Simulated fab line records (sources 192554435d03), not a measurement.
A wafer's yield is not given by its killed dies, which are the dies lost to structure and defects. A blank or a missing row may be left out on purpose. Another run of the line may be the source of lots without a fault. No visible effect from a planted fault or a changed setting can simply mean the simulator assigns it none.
The tool behind it: which one?	flow n5Finfet	Sampling: 11 lots, 29 wafers, 7 of 1938 route steps

## WHAT THE GAUGES SHOWED, per wafer
N5_SD_EPI_N_INSPECT_11: inspects for defects (macro). Usual: 2.0 for rawDefectCount, sd 1.5.
lot	measured	on	rawDefectCount	flag
L923	day 3 01:03	defectInspect-01	3 2	
L927	day 4 01:38	defectInspect-01	4 4 3	
L928	day 4 09:09	defectInspect-02	4 3 0	
L929	day 4 12:34	defectInspect-01	2 1 2	
L932	day 5 06:49	defectInspect-01	3 3 0	
L935	day 6 04:30	defectInspect-02	1 3 1	
L937	day 6 15:28	defectInspect-01	1 5 5	
L939	day 7 02:26	defectInspect-01	2 2 1	
L941	day 7 12:49	defectInspect-02	2 1	
L943	day 8 00:23	defectInspect-02	3 5	
L944	day 8 05:40	defectInspect-01	1 3	

N5_SD_EPI_N_EPI_MEAS_23. Usual: 58.7 nm for thkNm, sd 1.2.
lot	measured	on	thkNm (nm)	flag
L923	day 3 04:29	filmMetro-02	58.7 58.8	
L927	day 4 05:04	filmMetro-02	60.2 59.0 58.8	
L928	day 4 12:57	filmMetro-02	58.4 57.8 60.4	
L929	day 4 16:37	filmMetro-02	58.6 60.8 60.1	
L932	day 5 10:23	filmMetro-02	60.3 58.7 60.0	
L935	day 6 07:56	filmMetro-02	40.4 41.2 40.2	OFF
L937	day 6 18:54	filmMetro-02	40.7 41.9 40.4	OFF
L939	day 7 06:37	filmMetro-02	41.4 40.7 40.1	OFF
L941	day 7 16:14	filmMetro-02	58.2 57.5	
L943	day 8 03:50	filmMetro-02	60.7 61.6	
L944	day 8 10:42	filmMetro-02	58.8 58.5	

N5_SD_ACTIVATION_RS_MEAS_03: uses a four-point probe to measure. Usual: RS_SD_N 21.95 ohm/sq, standard deviation 0.3; RS_SD_P 55.8 ohm/sq, standard deviation 0.84.
lot	measured	on	RS_SD_N (ohm/sq)	RS_SD_P (ohm/sq)	flag
L923	day 3 09:42	filmMetro-01	21.48 21.72	56.0 55.2	
L927	day 4 10:38	filmMetro-01	21.72 21.71 21.92	55.3 53.8 55.3	
L928	day 4 18:46	filmMetro-02	21.82 22.06 21.97	56.4 56.2 56.9	
L929	day 4 23:19	filmMetro-02	21.98 21.79 21.90	55.0 54.8 55.4	
L932	day 5 15:47	filmMetro-01	21.81 21.84 21.64	55.5 56.0 55.2	
L935	day 6 13:08	filmMetro-02	31.05 30.60 30.45	56.6 55.7 55.8	OFF
L937	day 7 00:07	filmMetro-02	30.61 30.54 30.74	54.7 54.8 54.5	OFF
L939	day 7 11:50	filmMetro-02	31.22 32.07 31.15	55.3 55.7 56.0	OFF
L941	day 7 21:22	filmMetro-02	21.91 21.87	55.5 54.9	
L943	day 8 09:55	filmMetro-02	21.61 21.22	56.5 56.5	
L944	day 8 18:09	filmMetro-02	21.58 21.76	55.7 54.3	

N5_BEOL_M4_RC_MEAS_101. Usual: DIBL_N 36.3 mV/V, standard deviation 1.6; DIBL_P 36.2 mV/V, standard deviation 2; IOFF_N 0.160 nA/um, standard deviation 0.028; IOFF_P 0.21 nA/um, standard deviation 0.036; ION_N 677 uA/um, standard deviation 11; ION_P 465 uA/um, standard deviation 6.9; REXT_N 75.2 ohm.um, standard deviation 1.6; RS_SD_N 28.4 ohm/sq, standard deviation 0.4; SS_N 71.5 mV/dec, standard deviation 0.55; SS_P 73.3 mV/dec, standard deviation 0.64; VT_N 250 mV, standard deviation 3; VT_P -250 mV, standard deviation 3.5.
lot	measured	on	DIBL_N (mV/V)	DIBL_P (mV/V)	IOFF_N (nA/um)	IOFF_P (nA/um)	ION_N (uA/um)	ION_P (uA/um)	REXT_N (ohm.um)	RS_SD_N (ohm/sq)	SS_N (mV/dec)	SS_P (mV/dec)	VT_N (mV)	VT_P (mV)	flag
L923	day 7 20:53	prober-01	40.7 39.1	40.5 38.7	0.246 0.186	0.30 0.25	688 671	472 466	72.7 73.6	27.8 28.1	71.9 72.2	73.7 74.2	243 247	-246 -248	
L927	day 9 08:10	prober-01	33.3 34.5 34.5	33.7 34.8 33.9	0.114 0.136 0.139	0.15 0.17 0.16	660 679 669	456 470 457	76.9 76.3 76.2	28.1 28.1 28.1	70.6 70.5 71.2	72.6 72.8 73.1	256 255 252	-255 -252 -254	
L928	day 9 10:43	prober-02	37.8 38.3 40.5	37.0 36.7 40.7	0.155 0.152 0.222	0.22 0.22 0.30	679 662 699	473 469 477	76.3 76.2 76.1	28.4 28.4 28.4	71.5 71.8 72.4	73.6 73.4 74.5	251 253 246	-249 -248 -244	
L929	day 9 12:29	prober-01	37.1 37.2 36.6	36.7 35.5 35.7	0.159 0.166 0.150	0.21 0.20 0.19	679 671 683	467 459 461	75.9 74.7 74.6	28.5 28.1 28.4	72.0 72.2 71.2	73.0 72.8 72.2	250 247 249	-252 -250 -250	
L932	day 10 15:08	prober-01	37.8 38.0 37.6	38.9 39.1 38.2	0.187 0.190 0.177	0.29 0.29 0.27	684 688 673	478 479 469	73.7 73.4 73.2	27.8 28.1 28.2	71.4 72.1 71.1	73.6 73.4 73.6	246 248 248	-243 -243 -244	
L935	day 11 00:25	prober-02	38.1 36.2 36.3	34.4 33.2 32.7	0.143 0.126 0.129	0.18 0.17 0.16	650 655 660	460 463 459	83.7 84.5 82.7	40.1 40.5 39.9	71.8 70.8 71.2	73.0 72.5 72.9	255 255 256	-253 -256 -257	OFF
L937	day 11 05:39	prober-01	38.2 37.5 38.4	37.1 36.7 37.1	0.171 0.169 0.188	0.22 0.21 0.21	671 665 663	467 462 463	84.0 83.3 83.4	40.2 39.5 39.8	72.1 72.2 71.8	73.7 73.8 73.6	252 251 251	-254 -251 -252	OFF
L939	day 12 13:32	prober-01	36.7 37.3 34.9	35.3 35.9 34.1	0.144 0.151 0.118	0.19 0.20 0.16	665 661 656	464 459 461	84.6 85.8 86.6	40.4 40.9 40.3	71.8 71.8 70.8	72.9 73.0 71.9	252 252 255	-253 -252 -253	OFF
L941	day 12 16:46	prober-01	36.1 34.9	36.7 35.5	0.142 0.133	0.19 0.18	666 673	457 463	76.2 74.9	28.3 28.7	71.4 71.2	73.5 72.8	254 252	-251 -251	
L943	day 13 12:14	prober-01	33.4 32.2	31.5 30.3	0.118 0.107	0.16 0.15	669 668	455 461	77.1 77.1	28.0 27.5	71.0 69.9	72.4 72.7	252 255	-255 -254	
L944	day 13 12:34	prober-02	34.3 34.5	34.8 34.4	0.135 0.128	0.20 0.18	665 665	463 462	78.4 77.3	28.6 28.6	71.1 70.9	73.0 73.1	251 253	-249 -252	

## WHAT TOOL EACH LOT RAN ON (gives the tool, then ch and the chambers of the sampled wafers, and finally the start)
lot	N5_DUMMY_GATE_ETCH_23	N5_SD_EPI_N_ETCH_35	N5_SD_EPI_N_EPI_21
L923	rieSi-03 ch 1,2, day 2 23:32	rieDiel-06 ch 0,3, day 3 01:10	epiRpcvd-03 ch 0, day 3 02:46
L927	rieSi-03 ch 2,3, day 4 00:02	rieDiel-03 ch 0,1,3, day 4 01:45	epiRpcvd-02 ch 0, day 4 03:22
L928	rieSi-05 ch 0,1,2, day 4 07:28	rieDiel-02 ch 1,2,3, day 4 09:39	epiRpcvd-03 ch 0, day 4 11:14
L929	rieSi-03 ch 0,1,3, day 4 11:04	rieDiel-06 ch 0,1,3, day 4 13:19	epiRpcvd-02 ch 0, day 4 14:54
L932	rieSi-05 ch 1,2, day 5 04:23	rieDiel-03 ch 0,2,3, day 5 07:14	epiRpcvd-03 ch 0, day 5 09:30
L935	rieSi-05 ch 0,1,3, day 6 03:07	rieDiel-02 ch 0,2, day 6 04:38	epiRpcvd-03 ch 0, day 6 06:29
L937	rieSi-01 ch 0,1,3, day 6 13:58	rieDiel-02 ch 0,1,2, day 6 15:36	epiRpcvd-03 ch 0, day 6 17:11
L939	rieSi-05 ch 0,1,2, day 7 00:52	rieDiel-06 ch 0,1, day 7 02:34	epiRpcvd-03 ch 0, day 7 04:42
L941	rieSi-01 ch 1,3, day 7 10:41	rieDiel-03 ch 1,3, day 7 12:56	epiRpcvd-02 ch 0, day 7 15:04
L943	rieSi-05 ch 2, day 7 22:47	rieDiel-03 ch 0,2, day 8 00:31	epiRpcvd-02 ch 0, day 8 02:24
L944	rieSi-05 ch 3, day 8 03:53	rieDiel-06 ch 2, day 8 05:48	epiRpcvd-04 ch 0, day 8 09:32
- N5_DUMMY_GATE_ETCH_23: etches poly-Si in HBr/Cl2/O2, target depth 41 nm, time 22.3 s.
- N5_SD_EPI_N_ETCH_35: etches SOC in N2/H2, overetch 108 nm, time 486 s.
- N5_SD_EPI_N_EPI_21: deposits Si:P, time 690 s.

## WHAT THE TOOLS THEMSELVES READ (means of the sampled wafers that have a number; where no wafer has one, the mark that the record gives instead)
N5_DUMMY_GATE_ETCH_23. Usual: HBr_flow_sccm 150.0 sccm, standard deviation 0.41; drypumpMotorCurrentA 5.5 A, standard deviation 0.35; oesProductAu 1.003 a.u., standard deviation 0.016; throttleValvePct 37.3 %, standard deviation 0.35.
lot	tool	HBr_flow_sccm (sccm)	drypumpMotorCurrentA (A)	oesProductAu (a.u.)	throttleValvePct (%)	flag
L923	rieSi-03	150.3	5.5	0.994	37.4	
L927	rieSi-03	150.6	5.5	1.017	37.6	
L928	rieSi-05	149.9	5.5	0.999	37.5	
L929	rieSi-03	149.8	5.3	1.006	36.9	
L932	rieSi-05	150.0	5.9	1.012	37.5	
L935	rieSi-05	150.0	5.6	1.015	37.4	
L937	rieSi-01	150.5	5.5	1.005	37.3	
L939	rieSi-05	150.3	5.5	0.991	37.4	
L941	rieSi-01	149.7	5.4	1.024	37.2	
L943	rieSi-05	149.8	5.2	1.006	37.8	
L944	rieSi-05	149.6	5.6	1.010	37.7	

N5_SD_EPI_N_ETCH_35. Usual: drypumpMotorCurrentA 5.8 A, standard deviation 0.41; oesProductAu 0.76 a.u., standard deviation 0.074; rfVppV 241.3 V, standard deviation 1.3; showerheadPlenumPTorr 2.59 Torr, standard deviation 0.094; throttleValvePct 23.8 %, standard deviation 0.35.
lot	tool	drypumpMotorCurrentA (A)	oesProductAu (a.u.)	rfVppV (V)	showerheadPlenumPTorr (Torr)	throttleValvePct (%)	flag
L923	rieDiel-06	5.9	0.82	241.6	2.71	23.5	
L927	rieDiel-03	5.8	0.74	240.1	2.52	24.0	
L928	rieDiel-02	5.4	0.68	240.8	2.57	23.7	
L929	rieDiel-06	6.0	0.76	241.4	2.62	23.5	
L932	rieDiel-03	5.8	0.80	241.7	2.63	24.2	
L935	rieDiel-02	6.1	0.79	240.4	2.50	24.2	
L937	rieDiel-02	5.9	0.70	240.2	2.53	24.0	
L939	rieDiel-06	6.1	0.73	241.1	2.53	23.5	
L941	rieDiel-03	5.7	0.79	242.1	2.64	23.5	
L943	rieDiel-03	5.8	0.77	241.9	2.63	24.3	
L944	rieDiel-06	5.2	0.77	241.4	2.59	23.6	

N5_SD_EPI_N_EPI_21. Usual: susceptorTempC 680.0 C, standard deviation 0.31; susceptor_temp_C_max 681.9, standard deviation 0.65.
lot	tool	susceptorTempC (C)	susceptor_temp_C_max	flag
L923	epiRpcvd-03	680.1	682.2	
L927	epiRpcvd-02	680.0	682.2	
L928	epiRpcvd-03	680.1	682.3	
L929	epiRpcvd-02	680.3	682.1	
L932	epiRpcvd-03	680.0	682.0	
L935	epiRpcvd-03	662.9	664.7	OFF
L937	epiRpcvd-03	663.4	665.2	OFF
L939	epiRpcvd-03	663.5	666.3	OFF
L941	epiRpcvd-02	679.9	682.0	
L943	epiRpcvd-02	680.3	682.5	
L944	epiRpcvd-04	680.0	681.0	

## THE ANSWER, worked out from the rows above alone
Rule: lot off if the mean of its wafers having a number is beyond 3 standard deviations from the usual mean. A lot without any number at a reading at which 4 lots or more have one is off too. All remaining lots with rows at the step are treated as sound. First the gauges in route order, then the tools' own readings, where a lot's mean is used as printed above. At the first step where some lot is off, the reading lying furthest off is the one used; lots without a number count as furthest.
Off, at N5_SD_EPI_N_EPI_MEAS_23 on thkNm: L935, L937, L939.
A tool fits if, at a process step before that reading, it ran every lot that is off, and no sound lot after the first of them. The gauges at N5_SD_EPI_N_EPI_MEAS_23 aren't tried: what is off there is off at N5_BEOL_M4_RC_MEAS_101 too, on other tools, and a gauge's error can't cause that. One candidate fits, namely epiRpcvd-03 at N5_SD_EPI_N_EPI_21. Its last sound lot is L932 (day 5 09:30), its first lot that is off L935 (day 6 06:29): a fault that began between those two fits.
The tool's own readings at N5_SD_EPI_N_EPI_21 bear it out: on the lots that are off they differ by more than 5 times the standard deviation of the sound lots' means. susceptorTempC reads 663.3 C there against 680.1 C on the sound lots; susceptor_temp_C_max reads 665.4 there against 682.0 on the sound lots.

## WHAT WAS PUT IN BY THE SIMULATOR
Drift in process parameters on epiRpcvd-03 at N5_SD_EPI_N_EPI_21, starting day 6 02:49. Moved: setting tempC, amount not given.
Lots struck among those shown: L935, L937, L939. This agrees with what the rule above found.
